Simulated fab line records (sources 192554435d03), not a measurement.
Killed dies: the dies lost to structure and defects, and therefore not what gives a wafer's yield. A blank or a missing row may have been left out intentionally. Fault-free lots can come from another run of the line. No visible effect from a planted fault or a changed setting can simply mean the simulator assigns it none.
A struck lot beside a sound one :: flow n5-finfet :: 25 out of 1938 route steps
Sound: wafers L484.1, L484.4, L484.6. Wafers L483.1, L483.4, L483.5 were the ones struck. At the end, the cause is stated.
For every step that has rows: the tool of each side, followed by ch and its chambers, followed by its first start. Under that, the readings that differ: sound wafers :: struck wafers :: difference of the means :: sigmas: that difference in standard deviations of wafers without a fault.
alike: a reading whose means differ by less than 2 such deviations, as well as words and numbers matching on both sides. not compared: withheld readings; readings where some wafer has no value; bounds like >300 that might hide an equal value; numbers whose values overlap and for which the record gives no deviation.
The two part at a step that has a row with sigmas, a row that says differs or no value, or rows on one side only. Numbers that don't overlap but have no deviation are shown without sigmas and don't part them. Lack of a reading on every wafer of one side parts them only where that side has two or more wafers.

first, 11 steps without rows for these wafers: N5_BEOL_M13_ETCH_59 (etches BARC in N2/H2, target depth 89 nm, overetch 26.7 nm, time 67.9 s); N5_BEOL_M13_VIA_ETCH_16 (etches SiOC in C4F8/O2/Ar, target depth 921.7 nm); N5_BEOL_M13_STRIP_63 (strips in N2/H2); N5_BEOL_M13_STRIP_64 (strips in N2/H2); N5_BEOL_M13_STRIP_71 (strips in post etch residue remover, time 60 s); N5_BEOL_M13_SRD_72 (time 30 s, dry time 30 s); N5_BEOL_M13_COAT_65 (time 60 s, resist thk 350 nm); N5_BEOL_M13_COAT_66 (time 60 s, resist thk 110 nm); N5_BEOL_M13_COAT_22 (resist thk 300 nm); N5_BEOL_M13_EBR_24; N5_BEOL_M13_SOFTBAKE_23 (time 60 s).
N5_BEOL_M13_EXPOSE_25: exposes mask M13, target cd 210 nm.
  sound on krf-scanner-02 ch 0, day 14 23:22; struck on krf-scanner-01 ch 0, day 15 09:44
reading: exposure-dose-mJ-cm2
sound: 21.986 21.973 21.989
struck: 22.758 22.787 22.783
difference: +0.793
sigmas: +33
  alike: mask
then, 3 steps without rows for these wafers: N5_BEOL_M13_PEB_26 (peb time 90 s); N5_BEOL_M13_DEVELOP_27 (develop time 45 s); N5_BEOL_M13_HARDBAKE_32 (time 120 s).
N5_BEOL_M13_CD_MEAS_28: the cd target is 209.5 nm.
  sound on cd-sem-03 ch 0, day 14 23:32; struck on cd-sem-02 ch 0, day 15 09:55
reading: cd-nm (nm)
sound: 210.5 210.6 210.4
struck: 215.0 214.8 214.0
difference: +4.1
sigmas: +5
N5_BEOL_M13_DESCUM_33: chemistry O2, time 7.9 s.
  sound on rie-diel-02 ch 0,3, day 14 23:37; struck on rie-diel-02 ch 2,3, day 15 10:00
reading: model.BEOL_M13.cd-nm (nm)
sound: 210.6 211 210.8
struck: 214.6 214.8 213.8
difference: +3.6
sigmas: 
  alike: drypump-motor-current-A, o2-flow-sccm, oes-product-au, rf-vpp-V, showerhead-plenum-p-Torr, throttle-valve-pct
  not compared: rf-hours-counter-h
then, 6 steps without rows for these wafers: N5_BEOL_M13_ETCH_67 (etches SiARC in CF4, target depth 143 nm, time 238.3 s); N5_BEOL_M13_ETCH_68 (etches SOC in N2/H2, time 355 s); N5_BEOL_M13_STRIP_69 (strips in N2/H2); N5_BEOL_M13_TRENCH_ETCH_34 (etches SiOC in C4F8/O2/Ar, target depth 413.47 nm, time 162.6 s); N5_BEOL_M13_STRIP_70 (strips in C4F8/O2/Ar); N5_BEOL_M13_STRIP_37 (strips in N2/H2).
N5_BEOL_M13_ETCH_38: etches SiCN in CF4/N2, target depth 67.5 nm, time 71.9 s.
  sound on rie-diel-01 ch 0,3, day 15 02:04; struck on rie-diel-05 ch 2,3, day 15 13:35
reading: model.BEOL_M13.cd-nm (nm)
sound: 210.6 211.4 210.4
struck: 215.2 215.8 213.8
difference: +4.1
sigmas: 
  alike: drypump-motor-current-A, oes-product-au, rf-vpp-V, showerhead-plenum-p-Torr, throttle-valve-pct
  not compared: rf-hours-counter-h
then, 1 step without rows for these wafers: N5_BEOL_M13_PRECLEAN_39 (cleans in residue remover, time 60 s).

== WHERE THEY PART ==
Earliest at N5_BEOL_M13_EXPOSE_25; latest, in this record, at N5_BEOL_M13_CD_MEAS_28. Later steps at which nothing parts them and some readings are alike: N5_BEOL_M13_DESCUM_33, N5_BEOL_M13_ETCH_38.

WHY: the cause the simulator had injected
Drift in process parameters on krf-scanner-01 at N5_BEOL_M13_EXPOSE_25, starting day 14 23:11. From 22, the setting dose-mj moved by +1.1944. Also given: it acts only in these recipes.
